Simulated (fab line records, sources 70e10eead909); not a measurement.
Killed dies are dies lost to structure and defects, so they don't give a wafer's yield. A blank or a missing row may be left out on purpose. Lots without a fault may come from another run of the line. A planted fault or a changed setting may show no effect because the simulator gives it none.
fab line records | flow nand_harc | part 2 of 2: steps 26 to 34 of 34
record lots=5 wafers=15 last_day=24
route steps=1159 shown A_ONON_D1@427 A_CHANNEL_HOLE_D1@450
lots that met no fault: from a run of the same line without faults
start_h: hours from the record's first day to the start of the lot's first wafer shown | wait_h: hours since the lot's step before | " the same as in the row above | L1.1+2: a row that stands for several wafers | - no value, or no start given | * or withheld: withheld | < > ~ a bound
route shown NAME@n: a module of which the file shows steps, and the number in the route of the first | usual: mean/standard deviation of fault-free wafers | same: alike in all rows | chamber/n: place in a boat | sites: the reading at each site | _std_site: their standard deviation | _edge_site: outer sites' mean less inner sites' | radius_mm: how far each site lies from the wafer's centre | mask NAME#n: copy n | behind: the tool/chamber that last shaped the wafer | hold: why the lot was held/for how many hours/how that ended | device: the transistor (n, p or np) that didn't switch | end of line: the same wafers' tests at the end of the route | a step without rows: its recipe alone | killed: dies lost to structure and defects at the first sort, not the wafer's yield | map: a wafer's dies, x killed, . not, _ none there
set.NAME: the setting as run; set.NAME@STEP: as run at that earlier step | model.NAME: the simulator's own value behind a step, which no gauge read
lots at some steps of the route; a table a step, a row a wafer
services: from which hour (start_h, from the record's first day; less than 0 if before it) a tool's chamber was out of use, for how many hours, and why
## steps
# step NHARC_A_CHANNEL_HOLE_D1_COAT_36
# recipe temp_c=260 time_s=75
# usual exhaust_pa=45.0/0.75 heater_power_total_W=486.7/1.6
# same time_s=75
# columns lot.wafer tool chamber start_h wait_h exhaust_pa heater_power_total_W
L074.2 litho_track-04 0 - - 43.8 488.5
L074.3 " 0 " " 47.2 489.2
L074.6 " 0 " " 44.3 486.4
L076.3 litho_track-04 0 - - 44.5 486.9
L076.4 " 0 " " 43.0 486.7
L076.5 " 0 " " 44.0 484.6
L089.2 litho_track-01 0 - - 44.8 489.2
L089.3 " 0 " " 45.2 489.0
L089.6 " 0 " " 45.6 485.8
L094.1 litho_track-01 0 - - 45.4 486.8
L094.2 " 0 " " 45.4 486.7
L094.3 " 0 " " 43.0 489.4
L093.1 litho_track-04 0 - - 43.6 484.9
L093.5 " 0 " " 44.2 488.8
L093.6 " 0 " " 45.3 487.5
# step NHARC_A_CHANNEL_HOLE_D1_COAT_37
# recipe temp_c=225 time_s=65
# usual exhaust_pa=44.9/0.87 heater_power_total_W=446.8/2
# same time_s=65
# columns lot.wafer tool chamber start_h wait_h exhaust_pa heater_power_total_W
L074.2 litho_track-04 0 - - 42.0 445.6
L074.3 " 0 " " 44.3 449.7
L074.6 " 0 " " 43.5 444.0
L076.3 litho_track-04 0 - - 45.3 445.4
L076.4 " 0 " " 45.9 446.8
L076.5 " 0 " " 45.4 446.5
L089.2 litho_track-01 0 - - 44.8 444.1
L089.3 " 0 " " 44.3 444.7
L089.6 " 0 " " 44.1 444.2
L094.1 litho_track-01 0 - - 43.9 444.5
L094.2 " 0 " " 41.8 448.7
L094.3 " 0 " " 45.5 444.0
L093.1 litho_track-04 0 - - 43.7 449.1
L093.5 " 0 " " 44.6 449.8
L093.6 " 0 " " 46.0 448.9
# step NHARC_A_CHANNEL_HOLE_D1_COAT_04
# recipe spin_rpm=1500 resist_thk_nm=90
# usual exhaust_pa=44.8/0.87
# columns lot.wafer tool chamber start_h wait_h exhaust_pa
L074.2 litho_track-04 0 - - 43.9
L074.3 " 0 " " 44.4
L074.6 " 0 " " 44.3
L076.3 litho_track-04 0 - - 44.8
L076.4 " 0 " " 45.3
L076.5 " 0 " " 44.6
L089.2 litho_track-01 0 - - 43.7
L089.3 " 0 " " 45.4
L089.6 " 0 " " 45.3
L094.1 litho_track-01 0 - - 44.9
L094.2 " 0 " " 46.6
L094.3 " 0 " " 45.2
L093.1 litho_track-04 0 - - 43.0
L093.5 " 0 " " 44.0
L093.6 " 0 " " 43.3
# step NHARC_A_CHANNEL_HOLE_D1_SOFTBAKE_05
# recipe temp_c=105 time_s=55
# usual exhaust_pa=45.0/0.91 heater_power_total_W=188.45/0.13
# same time_s=55
# columns lot.wafer tool chamber start_h wait_h exhaust_pa heater_power_total_W
L074.2 litho_track-04 0 - - 43.9 188.36
L074.3 " 0 " " 44.3 188.44
L074.6 " 0 " " 43.0 188.68
L076.3 litho_track-04 0 - - 45.1 188.75
L076.4 " 0 " " 46.7 188.32
L076.5 " 0 " " 45.7 188.41
L089.2 litho_track-01 0 - - 46.6 188.49
L089.3 " 0 " " 45.1 188.31
L089.6 " 0 " " 44.7 188.38
L094.1 litho_track-01 0 - - 44.6 188.45
L094.2 " 0 " " 45.1 188.34
L094.3 " 0 " " 45.4 188.40
L093.1 litho_track-04 0 - - 46.7 188.42
L093.5 " 0 " " 46.0 188.43
L093.6 " 0 " " 46.3 188.65
# step NHARC_A_CHANNEL_HOLE_D1_EBR_06
# usual exhaust_pa=44.8/0.91
# columns lot.wafer tool chamber start_h wait_h exhaust_pa
L074.2 litho_track-04 0 - - 43.1
L074.3 " 0 " " 45.0
L074.6 " 0 " " 43.0
L076.3 litho_track-04 0 - - 44.6
L076.4 " 0 " " 42.2
L076.5 " 0 " " 42.8
L089.2 litho_track-01 0 - - 44.2
L089.3 " 0 " " 44.7
L089.6 " 0 " " 45.0
L094.1 litho_track-01 0 - - 44.9
L094.2 " 0 " " 43.5
L094.3 " 0 " " 43.5
L093.1 litho_track-04 0 - - 45.6
L093.5 " 0 " " 44.6
L093.6 " 0 " " 45.9
# step NHARC_A_CHANNEL_HOLE_D1_EXPOSE_07
# recipe na=1.35 target_cd_nm=100 sigma_outer=0.3 dose_mj=59.65 mask_id=HOLE_D1
# usual stage_vel_mm_s=500.00/0.24
# same na=1.35
# columns lot.wafer tool chamber start_h wait_h mask stage_vel_mm_s
L074.2 arfi_scanner-02 0 173.01 - HOLE_D1#0 499.85
L074.3 " 0 " " HOLE_D1#0 500.26
L074.6 " 0 " " HOLE_D1#0 500.18
L076.3 arfi_scanner-03 0 192.19 - HOLE_D1#0 500.31
L076.4 " 0 " " HOLE_D1#0 500.22
L076.5 " 0 " " HOLE_D1#0 500.22
L089.2 arfi_scanner-03 0 259.13 - HOLE_D1#0 499.78
L089.3 " 0 " " HOLE_D1#0 500.00
L089.6 " 0 " " HOLE_D1#0 499.63
L094.1 arfi_scanner-02 0 290.65 - HOLE_D1#0 499.74
L094.2 " 0 " " HOLE_D1#0 499.82
L094.3 " 0 " " HOLE_D1#0 499.78
L093.1 arfi_scanner-01 0 290.93 - HOLE_D1#0 499.96
L093.5 " 0 " " HOLE_D1#0 500.29
L093.6 " 0 " " HOLE_D1#0 500.61
# step NHARC_A_CHANNEL_HOLE_D1_PEB_08
# recipe peb_temp_c=100 peb_time_s=65
# usual exhaust_pa=45.0/0.84 heater_power_total_W=156.6/0.42
# columns lot.wafer tool chamber start_h wait_h exhaust_pa heater_power_total_W
L074.2 litho_track-06 0 173.06 0.1 45.6 156.8
L074.3 " 0 " " 43.8 156.2
L074.6 " 0 " " 45.5 157.2
L076.3 litho_track-06 0 192.25 0.0 46.1 156.4
L076.4 " 0 " " 45.8 156.8
L076.5 " 0 " " 44.4 157.0
L089.2 litho_track-04 0 259.19 0.1 45.2 156.3
L089.3 " 0 " " 45.9 157.1
L089.6 " 0 " " 45.4 156.2
L094.1 litho_track-01 0 290.71 0.1 46.1 156.1
L094.2 " 0 " " 47.3 157.0
L094.3 " 0 " " 45.1 156.6
L093.1 litho_track-04 0 290.99 0.1 44.6 157.0
L093.5 " 0 " " 44.0 156.8
L093.6 " 0 " " 44.7 156.6
# step NHARC_A_CHANNEL_HOLE_D1_DEVELOP_09
# recipe develop_time_s=35 dev_temp_c=23
# usual exhaust_pa=44.8/0.94
# columns lot.wafer tool chamber start_h wait_h exhaust_pa
L074.2 litho_track-06 0 - - 44.9
L074.3 " 0 " " 45.5
L074.6 " 0 " " 43.5
L076.3 litho_track-06 0 - - 45.7
L076.4 " 0 " " 45.2
L076.5 " 0 " " 46.0
L089.2 litho_track-04 0 - - 46.4
L089.3 " 0 " " 46.3
L089.6 " 0 " " 44.0
L094.1 litho_track-01 0 - - 44.3
L094.2 " 0 " " 43.0
L094.3 " 0 " " 44.9
L093.1 litho_track-04 0 - - 42.7
L093.5 " 0 " " 43.2
L093.6 " 0 " " 43.8
# step NHARC_A_CHANNEL_HOLE_D1_CD_MEAS_10
# recipe target_cd_nm=100 landing_energy_ev=500
# usual cd_nm=100.2/0.47
# columns lot.wafer tool chamber start_h wait_h cd_nm
L074.2 cd_sem-03 0 173.15 - 99.7
L074.3 " 0 " " 100.1
L074.6 " 0 " " 100.2
L076.3 cd_sem-01 0 192.33 - 99.6
L076.4 " 0 " " 100.6
L076.5 " 0 " " 99.9
L089.2 cd_sem-02 0 259.28 - 100.7
L089.3 " 0 " " 100.4
L089.6 " 0 " " 99.7
L094.1 cd_sem-03 0 290.79 - 100.2
L094.2 " 0 " " 99.7
L094.3 " 0 " " 99.6
L093.1 cd_sem-01 0 291.07 - 100.3
L093.5 " 0 " " 100.6
L093.6 " 0 " " 100.6
## services
# columns tool chamber start_h hours kind
arfi_scanner-03 - 140.00 4.0 pm
litho_track-04 - 141.00 7.0 pm
pecvd_onon-03 - 153.00 13.0 pm
pecvd-02 - 153.28 13.0 pm
arfi_scanner-03 - 154.18 2.0 repair
arfi_scanner-03 - 183.05 2.0 repair
pecvd-04 - 195.00 13.0 pm
pecvd-04 0 195.00 13.0 vent_cycle
pecvd-04 1 195.00 13.0 vent_cycle
pecvd-04 2 195.00 13.0 vent_cycle
arfi_scanner-01 - 196.00 4.0 pm
furnace-06 - 198.00 26.0 pm
pecvd-04 0 208.00 - clean
pecvd-04 1 208.00 - clean
pecvd-02 0 209.19 7.2 repair
pecvd_onon-03 - 223.76 8.2 repair
acl_dep-03 - 224.17 13.0 pm
pecvd_onon-04 - 237.20 13.0 pm
pecvd-02 2 244.55 15.1 repair
arfi_scanner-02 - 256.00 4.0 pm
arfi_scanner-03 - 261.15 1.5 repair
pecvd-04 2 263.12 3.9 repair
pecvd-02 - 263.81 1.2 repair
litho_track-01 - 268.00 7.0 pm
